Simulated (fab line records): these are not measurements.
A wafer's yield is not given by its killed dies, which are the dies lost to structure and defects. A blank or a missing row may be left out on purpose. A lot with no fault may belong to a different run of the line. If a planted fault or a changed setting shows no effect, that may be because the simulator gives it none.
fab line records ; flow n5_finfet
[record] lots = 8; wafers = 24; last_day = 18
route steps=1938 shown BEOL_M0_SAQP@694 BEOL_M0_CUTY@701 BEOL_M4@1111
lots with no fault: from the same line, run without faults
start_h: hours from the record's first day to the start of the lot's first wafer shown ; wait_h: hours from the lot's prior step to this one ; " same as the row above ; L1.1+2: a single row standing in for several wafers ; - no value, or no start was given ; * or withheld: withheld ; < > ~ a bound
route shown NAME@n: names a module that has steps shown in the file, with the first one's number in the route ; usual: mean/standard deviation of fault-free wafers ; same: alike in all rows ; chamber/n: place in a boat ; sites: readings site by site ; _std_site: standard deviation of those values ; _edge_site: outer sites' mean less inner sites' ; radius_mm: for every site, how far away it sits from the centre of the wafer ; mask NAME#n: copy n ; behind: the last tool/chamber to shape the wafer ; hold: why the lot was held/for how many hours/how that ended ; device: the transistor (n, p or np) that didn't switch ; end of line: the tests these same wafers got at the end of their route ; a step without rows: its recipe alone ; killed: not the wafer's yield, but the dies lost to structure and defects at the first sort ; map: a wafer's dies, marking killed ones x, the rest . and places with no die _
set.NAME: the run value of the setting; set.NAME@STEP: its run value at that earlier step ; model.NAME: the simulator's own value behind a step, which no gauge read
one table for each step of the route and one row for each wafer, over a sample of lots
services: a tool's chamber out of use, with start hour (start_h, from the record's first day; less than 0 if before it), hours out, and reason
[[steps]]
[step N5_BEOL_M0_SAQP_ETCH_73]
[recipe] chemistry = CF4; target = SiARC; target_depth_a = 195; mask_material = CAR-EUV; time_s = 32.5; ion_energy_ev = 80; pressure_mtorr = 40; source_w = 545; bias_w = 36; Ar_flow_sccm = 100; cf4_flow_sccm = 100; ends = cleared
[usual] chamber_pressure_mTorr = 40.00/0.038; drypump_motor_current_A = 5.8/0.34; etch_rf_on_time_s = 32.7/1; oes_product_au = 0.68/0.088; rf_vpp_V = 184.1/1.2; showerhead_plenum_p_Torr = 2.15/0.075; throttle_valve_pct = 15.61/0.25
lot.wafer;tool;chamber;start_h;wait_h;chamber_pressure_mTorr;drypump_motor_current_A;etch_rf_on_time_s;oes_product_au;rf_hours_counter_h;rf_vpp_V;showerhead_plenum_p_Torr;throttle_valve_pct
L483.3;rie_diel-02;3;143.11;0.0;40.02;5.9;32.7;0.78;24;184.9;2.19;15.46
L483.4;rie_diel-02;1;143.11;0.0;39.99;5.9;33.2;0.64;137;183.4;2.15;15.76
L483.5;rie_diel-02;1;143.11;0.0;39.99;5.9;33.4;0.65;-;183.1;2.15;15.79
L491.1;rie_diel-04;1;189.97;0.0;39.94;5.8;33.0;0.57;247;184.1;2.12;15.89
L491.3;rie_diel-04;0;189.97;0.0;39.99;6.4;33.8;0.58;259;182.0;2.02;15.94
L491.6;rie_diel-04;3;189.97;0.0;39.99;5.4;31.4;0.72;-;184.6;2.18;15.32
L496.3;rie_diel-06;1;217.78;0.0;39.99;5.9;32.1;0.85;5;185.1;2.28;15.37
L496.5;rie_diel-06;1;217.78;0.0;40.05;5.9;32.3;0.84;-;186.7;2.28;15.39
L496.6;rie_diel-06;0;217.78;0.0;40.00;5.8;31.0;0.76;-;185.7;2.19;15.29
L497.3;rie_diel-06;3;221.27;0.0;40.01;5.8;33.1;0.70;82;184.7;2.07;15.81
L497.4;rie_diel-06;0;221.27;0.0;40.01;5.9;31.1;0.76;42;184.0;2.19;15.29
L497.6;rie_diel-06;2;221.27;0.0;39.94;5.9;33.9;0.62;-;185.3;2.22;15.36
L498.1;rie_diel-06;1;224.56;0.0;40.06;6.0;32.1;0.83;7;184.9;2.28;15.39
L498.2;rie_diel-06;2;224.56;0.0;40.01;5.9;33.8;0.62;148;184.4;2.22;15.34
L498.4;rie_diel-06;3;224.56;0.0;39.94;5.9;32.4;0.71;82;183.6;2.07;15.82
L499.1;rie_diel-04;3;238.39;0.0;40.09;5.4;31.1;0.71;80;185.8;2.18;15.34
L499.2;rie_diel-04;1;238.39;0.0;39.95;5.8;32.8;0.57;263;183.5;2.11;15.94
L499.5;rie_diel-04;1;238.39;0.0;40.07;5.8;32.9;0.56;-;183.8;2.11;15.92
L500.2;rie_diel-04;2;242.71;0.0;40.03;5.4;32.2;0.65;133;186.5;2.25;15.77
L500.3;rie_diel-04;3;242.71;0.0;40.02;5.4;31.2;0.71;82;183.9;2.18;15.35
L500.4;rie_diel-04;1;242.71;0.0;40.04;5.8;32.4;0.57;-;184.7;2.11;15.94
L502.2;rie_diel-02;3;258.23;0.0;40.08;5.9;33.0;0.73;60;185.0;2.18;15.58
L502.4;rie_diel-02;0;258.23;0.0;40.01;6.6;33.4;0.58;246;182.3;2.03;15.82
L502.5;rie_diel-02;3;258.23;0.0;39.96;5.9;33.0;0.72;-;185.4;2.18;15.57
[step N5_BEOL_M0_SAQP_STRIP_75]
[recipe] chemistry = CF4; resist = SiARC; power_w = 300; bias_power_w = 75; pressure_mtorr = 50; cf4_flow_sccm = 150; rf_frequency_hz = 6e+07
[usual] chamber_pressure_mTorr = 50.00/0.042; drypump_motor_current_A = 5.9/0.35; oes_product_au = 0.182/0.021; power_w = 300.0/0.81; rf_vpp_V = 271.2/1.5; showerhead_plenum_p_Torr = 1.79/0.063; throttle_valve_pct = 13.59/0.26
lot.wafer;tool;chamber;start_h;wait_h;chamber_pressure_mTorr;drypump_motor_current_A;oes_product_au;power_w;rf_hours_counter_h;rf_vpp_V;showerhead_plenum_p_Torr;throttle_valve_pct
L483.3;rie_diel-04;3;143.97;0.1;49.97;5.4;0.199;299.5;48;271.5;1.83;13.23
L483.4;rie_diel-04;1;143.97;0.1;50.06;5.8;0.158;299.8;-;271.2;1.77;13.84
L483.5;rie_diel-04;0;143.97;0.1;49.88;6.3;0.160;299.4;-;268.9;1.69;13.91
L491.1;rie_diel-06;3;192.77;0.1;49.95;5.9;0.191;299.5;73;269.3;1.73;13.69
L491.3;rie_diel-06;2;192.77;0.1;49.98;5.9;0.178;297.9;138;273.0;1.86;13.33
L491.6;rie_diel-06;2;192.77;0.1;50.01;5.9;0.171;299.3;-;271.8;1.87;13.35
L496.3;rie_diel-04;3;219.02;0.1;50.01;5.4;0.184;300.9;74;271.3;1.82;13.26
L496.5;rie_diel-04;0;219.02;0.1;49.98;6.4;0.157;298.8;-;270.5;1.69;13.97
L496.6;rie_diel-04;1;219.02;0.1;49.98;5.8;0.156;299.9;-;271.5;1.77;13.89
L497.3;rie_diel-02;2;222.18;0.1;50.07;5.3;0.212;298.3;37;271.9;1.82;13.42
L497.4;rie_diel-02;1;222.18;0.1;50.00;5.9;0.171;299.6;161;271.4;1.79;13.80
L497.6;rie_diel-02;1;222.18;0.1;50.03;5.9;0.174;300.0;-;270.1;1.79;13.78
L498.1;rie_diel-02;3;225.52;0.1;49.95;5.9;0.205;298.9;51;271.0;1.82;13.46
L498.2;rie_diel-02;0;225.52;0.1;49.97;6.5;0.157;300.4;238;268.2;1.70;13.82
L498.4;rie_diel-02;2;225.52;0.1;49.95;5.2;0.209;301.8;39;272.2;1.82;13.44
L499.1;rie_diel-02;0;239.35;0.1;49.99;6.6;0.156;300.8;241;268.2;1.70;13.82
L499.2;rie_diel-02;3;239.35;0.1;50.09;5.9;0.196;301.3;54;273.3;1.82;13.46
L499.5;rie_diel-02;3;239.35;0.1;50.03;5.9;0.202;300.5;-;272.0;1.82;13.47
L500.2;rie_diel-06;3;243.56;0.1;50.02;5.9;0.186;298.8;87;269.9;1.72;13.73
L500.3;rie_diel-06;0;243.56;0.1;49.97;5.9;0.196;300.3;48;271.3;1.84;13.25
L500.4;rie_diel-06;1;243.56;0.1;50.05;5.9;0.223;302.0;12;273.1;1.91;13.38
L502.2;rie_diel-04;0;259.25;0.1;50.06;6.3;0.233;301.1;1;273.1;1.90;13.37
L502.4;rie_diel-04;2;259.25;0.1;50.03;5.4;0.176;299.6;-;272.3;1.89;13.75
L502.5;rie_diel-04;3;259.25;0.1;50.06;5.5;0.182;299.0;-;271.7;1.82;13.29
[step N5_BEOL_M0_CUTY_COAT_50]
[recipe] resist = SiARC; temp_c = 220; time_s = 60; spin_rpm = 1500; resist_thk_nm = 15
[usual] spin_speed_rpm = 1500.1/0.83
lot.wafer;tool;chamber;start_h;wait_h;spin_speed_rpm
L483.3;litho_track-04;0;144.01;0.0;1500.9
L483.4;litho_track-04;0;144.01;0.0;1501.2
L483.5;litho_track-04;0;144.01;0.0;1500.7
L491.1;litho_track-04;0;192.81;0.0;1500.3
L491.3;litho_track-04;0;192.81;0.0;1499.7
L491.6;litho_track-04;0;192.81;0.0;1501.1
L496.3;litho_track-04;0;219.07;0.0;1573.3
L496.5;litho_track-04;0;219.07;0.0;1574.5
L496.6;litho_track-04;0;219.07;0.0;1571.9
L497.3;litho_track-03;0;222.23;0.0;1500.3
L497.4;litho_track-03;0;222.23;0.0;1500.4
L497.6;litho_track-03;0;222.23;0.0;1500.4
L498.1;litho_track-04;0;225.57;0.0;1572.9
L498.2;litho_track-04;0;225.57;0.0;1573.6
L498.4;litho_track-04;0;225.57;0.0;1571.6
L499.1;litho_track-04;0;239.39;0.0;1573.4
L499.2;litho_track-04;0;239.39;0.0;1573.5
L499.5;litho_track-04;0;239.39;0.0;1573.5
L500.2;litho_track-03;0;243.61;0.0;1498.4
L500.3;litho_track-03;0;243.61;0.0;1499.6
L500.4;litho_track-03;0;243.61;0.0;1499.1
L502.2;litho_track-02;0;259.29;0.0;1498.4
L502.4;litho_track-02;0;259.29;0.0;1499.2
L502.5;litho_track-02;0;259.29;0.0;1500.8
[step N5_BEOL_M0_CUTY_ETCH_63]
[recipe] chemistry = N2/H2; target = SOC; target_depth_a = 827; overetch_a = 165; mask_material = SiARC; temp_c = 40; ion_energy_ev = 200; time_s = 124; pressure_mtorr = 30; source_w = 840; bias_w = 150; n2_flow_sccm = 200; h2_flow_sccm = 200
[usual] chamber_pressure_mTorr = 30.002/0.027; drypump_motor_current_A = 5.5/0.54; oes_product_au = 0.66/0.052; rf_vpp_V = 525.6/2.5; showerhead_plenum_p_Torr = 2.60/0.084; throttle_valve_pct = 17.88/0.097
lot.wafer;tool;chamber;start_h;wait_h;chamber_pressure_mTorr;drypump_motor_current_A;oes_product_au;rf_hours_counter_h;rf_vpp_V;showerhead_plenum_p_Torr;throttle_valve_pct
L483.3;rie_diel-05;3;144.65;0.0;29.966;4.6;0.71;51;528.5;2.69;17.81
L483.4;rie_diel-05;0;144.65;0.0;29.981;6.2;0.68;74;522.9;2.46;17.90
L483.5;rie_diel-05;1;144.65;0.0;30.001;5.7;0.70;-;523.4;2.49;17.95
L491.1;rie_diel-03;1;193.33;0.0;30.032;5.2;0.65;119;523.5;2.57;17.94
L491.3;rie_diel-03;2;193.33;0.0;30.024;5.3;0.62;124;522.8;2.54;18.04
L491.6;rie_diel-03;3;193.33;0.0;30.012;6.3;0.57;-;519.2;2.41;18.18
L496.3;rie_diel-03;1;219.58;0.0;30.002;5.2;0.65;129;524.5;2.57;17.94
L496.5;rie_diel-03;2;219.58;0.0;30.032;5.3;0.62;-;525.9;2.54;18.05
L496.6;rie_diel-03;0;219.58;0.0;30.001;5.7;0.61;-;527.0;2.66;17.96
L497.3;rie_diel-01;3;222.62;0.0;29.990;5.4;0.57;204;526.7;2.62;17.85
L497.4;rie_diel-01;0;222.62;0.0;29.981;6.4;0.65;114;525.1;2.58;17.79
L497.6;rie_diel-01;0;222.62;0.0;30.026;6.4;0.65;-;523.2;2.58;17.81
L498.1;rie_diel-05;3;226.08;0.0;30.039;4.6;0.68;79;527.1;2.68;17.88
L498.2;rie_diel-05;0;226.08;0.0;30.019;6.2;0.67;91;522.1;2.45;17.92
L498.4;rie_diel-05;1;226.08;0.0;30.025;5.7;0.68;86;521.3;2.48;17.99
L499.1;rie_diel-03;0;240.06;0.0;29.990;5.7;0.61;167;526.8;2.65;17.99
L499.2;rie_diel-03;3;240.06;0.0;30.024;6.4;0.82;2;529.1;2.73;17.76
L499.5;rie_diel-03;3;240.06;0.0;29.972;6.3;0.80;-;529.8;2.73;17.78
L500.2;rie_diel-03;1;245.32;0.0;30.022;5.2;0.65;140;523.8;2.56;17.97
L500.3;rie_diel-03;3;245.32;0.0;30.008;6.3;0.80;4;528.9;2.73;17.77
L500.4;rie_diel-03;0;245.32;0.0;29.993;5.7;0.60;170;524.8;2.65;17.99
L502.2;rie_diel-03;2;259.81;0.0;30.007;5.3;0.61;151;523.2;2.53;18.08
L502.4;rie_diel-03;0;259.81;0.0;29.975;5.6;0.60;176;526.3;2.65;18.00
L502.5;rie_diel-03;3;259.81;0.0;29.994;6.3;0.78;-;528.1;2.72;17.79
[step N5_BEOL_M4_RC_MEAS_101]
[usual] DIBL_N = 37.1/1.8; DIBL_P = 37.2/2.1; IOFF_N = 0.17/0.033; IOFF_P = 0.22/0.037; ION_N = 680/11; ION_P = 464/7.7; SS_N = 71.7/0.63; SS_P = 73.6/0.67; VT_N = 248.9/2.9; VT_P = -251/3.6
lot.wafer;tool;chamber;start_h;wait_h;DIBL_N[mV/V];DIBL_P[mV/V];IOFF_N[nA/um];IOFF_P[nA/um];ION_N[uA/um];ION_P[uA/um];SS_N[mV/dec];SS_P[mV/dec];VT_N[mV];VT_P[mV]
L483.3;prober-02;0;202.24;0.3;36.0;36.5;0.17;0.24;691;468;71.0;73.2;248.1;-247
L483.4;prober-02;0;202.24;0.3;37.9;39.2;0.21;0.29;684;471;71.7;74.4;245.2;-246
L483.5;prober-02;0;202.24;0.3;35.0;35.4;0.15;0.21;684;469;70.8;73.2;249.1;-249
L491.1;prober-02;0;259.07;0.0;39.2;40.1;0.20;0.23;673;452;72.7;74.4;249.5;-252
L491.3;prober-02;0;259.07;0.0;37.0;38.1;0.16;0.19;679;458;71.3;74.2;249.1;-253
L491.6;prober-02;0;259.07;0.0;38.2;39.8;0.20;0.23;686;465;72.0;74.5;248.2;-250
L496.3;prober-01;0;286.01;0.3;36.6;36.0;0.15;0.20;673;461;71.4;73.1;251.9;-249
L496.5;prober-01;0;286.01;0.3;35.4;34.3;0.13;0.18;687;472;71.3;73.1;251.6;-252
L496.6;prober-01;0;286.01;0.3;39.7;38.6;0.21;0.24;671;455;72.8;73.6;248.7;-250
L497.3;prober-01;0;286.94;0.6;33.3;35.1;0.13;0.18;675;461;70.6;73.1;252.0;-251
L497.4;prober-01;0;286.94;0.6;34.7;36.7;0.14;0.21;682;465;70.8;72.9;249.0;-250
L497.6;prober-01;0;286.94;0.6;34.8;38.0;0.15;0.23;678;470;71.7;74.3;249.5;-248
L498.1;prober-02;0;307.10;0.0;37.3;37.1;0.17;0.22;703;478;72.3;73.7;246.6;-249
L498.2;prober-02;0;307.10;0.0;38.2;37.8;0.20;0.24;677;462;71.6;74.4;245.7;-250
L498.4;prober-02;0;307.10;0.0;41.6;41.5;0.29;0.31;701;477;72.4;75.2;241.5;-244
L499.1;prober-02;0;313.82;0.0;35.7;35.8;0.15;0.21;669;465;71.6;73.1;250.2;-251
L499.2;prober-02;0;313.82;0.0;35.8;34.0;0.15;0.19;673;461;72.0;72.5;251.8;-252
L499.5;prober-02;0;313.82;0.0;37.6;37.0;0.17;0.22;674;468;72.0;73.2;251.1;-249
L500.2;prober-01;0;318.01;0.2;38.4;37.9;0.20;0.24;695;469;72.2;74.3;243.4;-249
L500.3;prober-01;0;318.01;0.2;37.4;36.2;0.18;0.22;678;461;72.0;73.4;247.8;-251
L500.4;prober-01;0;318.01;0.2;37.3;35.7;0.17;0.21;666;461;71.5;73.1;249.1;-252
L502.2;prober-02;0;325.78;0.2;40.8;40.8;0.27;0.34;703;477;73.1;74.0;242.1;-241
L502.4;prober-02;0;325.78;0.2;35.2;34.0;0.13;0.20;677;463;72.0;72.0;251.3;-248
L502.5;prober-02;0;325.78;0.2;37.1;36.9;0.18;0.25;679;467;71.7;73.6;248.0;-244
[[services]]
tool;chamber;start_h;hours;kind
rie_diel-01;-;135.57;0.8;repair
rie_diel-05;1;148.75;2.2;repair
rie_diel-05;0;152.80;25.5;repair
rie_diel-05;1;160.48;5.4;repair
rie_diel-02;2;161.44;8.3;repair
rie_diel-01;0;168.70;6.0;repair
rie_diel-06;1;180.43;-;clean
rie_diel-06;1;180.43;-;consumable_replace:focus_ring
rie_diel-06;1;180.43;-;consumable_replace:showerhead
rie_diel-02;1;183.49;5.8;repair
rie_diel-02;-;199.34;2.8;pm
rie_diel-03;3;216.77;-;clean
rie_diel-01;0;228.17;6.0;repair
rie_diel-04;0;228.92;-;clean
rie_diel-04;0;228.92;-;consumable_replace:focus_ring
rie_diel-04;0;228.92;-;consumable_replace:showerhead
rie_diel-04;0;228.92;27.6;scheduled_down
rie_diel-04;0;228.92;27.6;vent_cycle
rie_diel-01;-;238.12;15.6;pm
rie_diel-04;1;256.49;-;clean
rie_diel-04;1;256.49;-;consumable_replace:focus_ring
rie_diel-04;1;256.49;17.6;scheduled_down
rie_diel-04;1;256.49;17.6;vent_cycle
rie_diel-06;1;256.96;4.2;repair
[[key]]
[first_sign] step = N5_BEOL_M0_CUTY_COAT_50; reading = spin_speed_rpm; direction = up; sigmas = 88; usual = *; struck = *
effect none on later readings
met_at N5_BEOL_M0_CUTY_COAT_50
struck_lots L496,L498,L499
not_acting_at N5_BEOL_M0_SAQP_ETCH_73,N5_BEOL_M0_SAQP_STRIP_75,N5_BEOL_M0_CUTY_ETCH_63
onset_between 192.81 219.07
[fault] kind = process_parameter_drift; tool = litho_track-04; chamber = -; onset_h = 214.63; steps = N5_BEOL_M0_CUTY_COAT_50; channel = spin_rpm; offset = *; shape = step; end_h = 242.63; acts_in = *; stated = *
